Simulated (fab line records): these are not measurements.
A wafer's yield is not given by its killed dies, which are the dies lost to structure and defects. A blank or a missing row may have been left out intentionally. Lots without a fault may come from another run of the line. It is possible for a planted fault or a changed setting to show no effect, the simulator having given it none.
Lot-split experiment :: flow n5Finfet :: route with 1938 steps; 7 lots, 21 wafers read

ON THE SPLIT
At N5_SD_EPI_P_COAT_34 (time 60 s, resist thk 350 nm), the setting spinRpm was moved away from the recipe's 1500 rpm on 6 of the 21 wafers read, by -8.5% to +7.9%. For the rest of the wafers, this setting stayed at what the recipe calls for.

The split's own step is where the reading is taken.

THE READING
SOC_of_SD_EPI_P_COAT_34.thkNm (the simulator's own value, which no gauge read), in nm, at N5_SD_EPI_P_COAT_34 (time 60 s, resist thk 350 nm). The file gives no usual value for it. Here, 15 wafers ran the recipe; their average is 350.2 nm with a standard deviation of 0.78 nm.

wafer: L075.1
tool, chamber at the split: lithoTrack-03, 0
spinRpm as run, rpm: 1500
against the recipe: recipe
SOC_of_SD_EPI_P_COAT_34.thkNm, nm: 350.6
against lot-mates on the recipe: -

wafer: L075.2
tool, chamber at the split: lithoTrack-03, 0
spinRpm as run, rpm: 1618
against the recipe: +7.9%
SOC_of_SD_EPI_P_COAT_34.thkNm, nm: 338.4
against lot-mates on the recipe: -12.2

wafer: L075.5
tool, chamber at the split: lithoTrack-03, 0
spinRpm as run, rpm: 1618
against the recipe: +7.9%
SOC_of_SD_EPI_P_COAT_34.thkNm, nm: 338
against lot-mates on the recipe: -12.6

wafer: L078.1
tool, chamber at the split: lithoTrack-02, 0
spinRpm as run, rpm: 1500
against the recipe: recipe
SOC_of_SD_EPI_P_COAT_34.thkNm, nm: 350
against lot-mates on the recipe: -

wafer: L078.2
tool, chamber at the split: lithoTrack-02, 0
spinRpm as run, rpm: 1500
against the recipe: recipe
SOC_of_SD_EPI_P_COAT_34.thkNm, nm: 348.8
against lot-mates on the recipe: -

wafer: L078.5
tool, chamber at the split: lithoTrack-02, 0
spinRpm as run, rpm: 1500
against the recipe: recipe
SOC_of_SD_EPI_P_COAT_34.thkNm, nm: 349
against lot-mates on the recipe: -

wafer: L079.2
tool, chamber at the split: lithoTrack-04, 0
spinRpm as run, rpm: 1373
against the recipe: -8.5%
SOC_of_SD_EPI_P_COAT_34.thkNm, nm: 365.4
against lot-mates on the recipe: +16.0

wafer: L079.3
tool, chamber at the split: lithoTrack-04, 0
spinRpm as run, rpm: 1373
against the recipe: -8.5%
SOC_of_SD_EPI_P_COAT_34.thkNm, nm: 365.6
against lot-mates on the recipe: +16.2

wafer: L079.4
tool, chamber at the split: lithoTrack-04, 0
spinRpm as run, rpm: 1500
against the recipe: recipe
SOC_of_SD_EPI_P_COAT_34.thkNm, nm: 349.4
against lot-mates on the recipe: -

wafer: L085.1
tool, chamber at the split: lithoTrack-02, 0
spinRpm as run, rpm: 1500
against the recipe: recipe
SOC_of_SD_EPI_P_COAT_34.thkNm, nm: 351.6
against lot-mates on the recipe: -

wafer: L085.5
tool, chamber at the split: lithoTrack-02, 0
spinRpm as run, rpm: 1422
against the recipe: -5.2%
SOC_of_SD_EPI_P_COAT_34.thkNm, nm: 360.6
against lot-mates on the recipe: +9.8

wafer: L085.6
tool, chamber at the split: lithoTrack-02, 0
spinRpm as run, rpm: 1500
against the recipe: recipe
SOC_of_SD_EPI_P_COAT_34.thkNm, nm: 350
against lot-mates on the recipe: -

wafer: L090.2
tool, chamber at the split: lithoTrack-04, 0
spinRpm as run, rpm: 1500
against the recipe: recipe
SOC_of_SD_EPI_P_COAT_34.thkNm, nm: 350.2
against lot-mates on the recipe: -

wafer: L090.5
tool, chamber at the split: lithoTrack-04, 0
spinRpm as run, rpm: 1500
against the recipe: recipe
SOC_of_SD_EPI_P_COAT_34.thkNm, nm: 350.4
against lot-mates on the recipe: -

wafer: L090.6
tool, chamber at the split: lithoTrack-04, 0
spinRpm as run, rpm: 1399
against the recipe: -6.7%
SOC_of_SD_EPI_P_COAT_34.thkNm, nm: 363
against lot-mates on the recipe: +12.7

wafer: L096.1
tool, chamber at the split: lithoTrack-02, 0
spinRpm as run, rpm: 1500
against the recipe: recipe
SOC_of_SD_EPI_P_COAT_34.thkNm, nm: 349.6
against lot-mates on the recipe: -

wafer: L096.4
tool, chamber at the split: lithoTrack-02, 0
spinRpm as run, rpm: 1500
against the recipe: recipe
SOC_of_SD_EPI_P_COAT_34.thkNm, nm: 350.2
against lot-mates on the recipe: -

wafer: L096.6
tool, chamber at the split: lithoTrack-02, 0
spinRpm as run, rpm: 1500
against the recipe: recipe
SOC_of_SD_EPI_P_COAT_34.thkNm, nm: 351.4
against lot-mates on the recipe: -

wafer: L097.1
tool, chamber at the split: lithoTrack-02, 0
spinRpm as run, rpm: 1500
against the recipe: recipe
SOC_of_SD_EPI_P_COAT_34.thkNm, nm: 350.8
against lot-mates on the recipe: -

wafer: L097.2
tool, chamber at the split: lithoTrack-02, 0
spinRpm as run, rpm: 1500
against the recipe: recipe
SOC_of_SD_EPI_P_COAT_34.thkNm, nm: 350.4
against lot-mates on the recipe: -

wafer: L097.4
tool, chamber at the split: lithoTrack-02, 0
spinRpm as run, rpm: 1500
against the recipe: recipe
SOC_of_SD_EPI_P_COAT_34.thkNm, nm: 351
against lot-mates on the recipe: -

FIT RESULTS
A straight line over all 21 wafers: SOC_of_SD_EPI_P_COAT_34.thkNm changes by -1.72 nm for each +1% of spinRpm; r = -0.99; the points scatter about the line by 0.91 nm.
The same after taking each lot's own level away (the mean of its wafers on the recipe; 21 wafers): -1.77 nm for each +1%; r = -1.00; scatter 0.73 nm.
According to that fit, moving spinRpm by its largest amount changes the reading by 15 nm.
Measured against the standard deviation above, the lots' own levels, which go from 349.27 to 350.80 nm, span 2.0 times it.
So the lot-to-lot level changes the slope little: the two slopes agree.
Check: +15.1 nm against its lot-mates is what the line predicts for one of the wafers moved furthest among these (-8.5%) when that wafer is left out of the fit. Against them it came out at +16 nm.

ADDITIONAL SPLITS CARRIED BY THESE WAFERS
These wafers also went through other splits before the reading. Each is held against what the fit with the lots' levels taken away leaves over:
other split on the same wafers: N5_ZERO_LAYER_COAT_05 spinRpm
wafers away from the commonest value: 7
r with SOC_of_SD_EPI_P_COAT_34.thkNm (lot level and that fit taken away): +0.28

other split on the same wafers: N5_ZERO_LAYER_EXPOSE_08 doseMj
wafers away from the commonest value: 9
r with SOC_of_SD_EPI_P_COAT_34.thkNm (lot level and that fit taken away): -0.07

other split on the same wafers: N5_WELL_APT_COAT_02 spinRpm
wafers away from the commonest value: 7
r with SOC_of_SD_EPI_P_COAT_34.thkNm (lot level and that fit taken away): -0.40

other split on the same wafers: N5_WELL_APT_EXPOSE_05 doseMj
wafers away from the commonest value: 7
r with SOC_of_SD_EPI_P_COAT_34.thkNm (lot level and that fit taken away): -0.09

other split on the same wafers: N5_FIN_SAQP_ETCH_65 timeS
wafers away from the commonest value: 8
r with SOC_of_SD_EPI_P_COAT_34.thkNm (lot level and that fit taken away): -0.11

other split on the same wafers: N5_DUMMY_GATE_COAT_28 spinRpm
wafers away from the commonest value: 6
r with SOC_of_SD_EPI_P_COAT_34.thkNm (lot level and that fit taken away): -0.10

THE FILE'S OWN FIT
SOC_of_SD_EPI_P_COAT_34.thkNm changes by -1.8 nm for each +1% of spinRpm, r = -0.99.
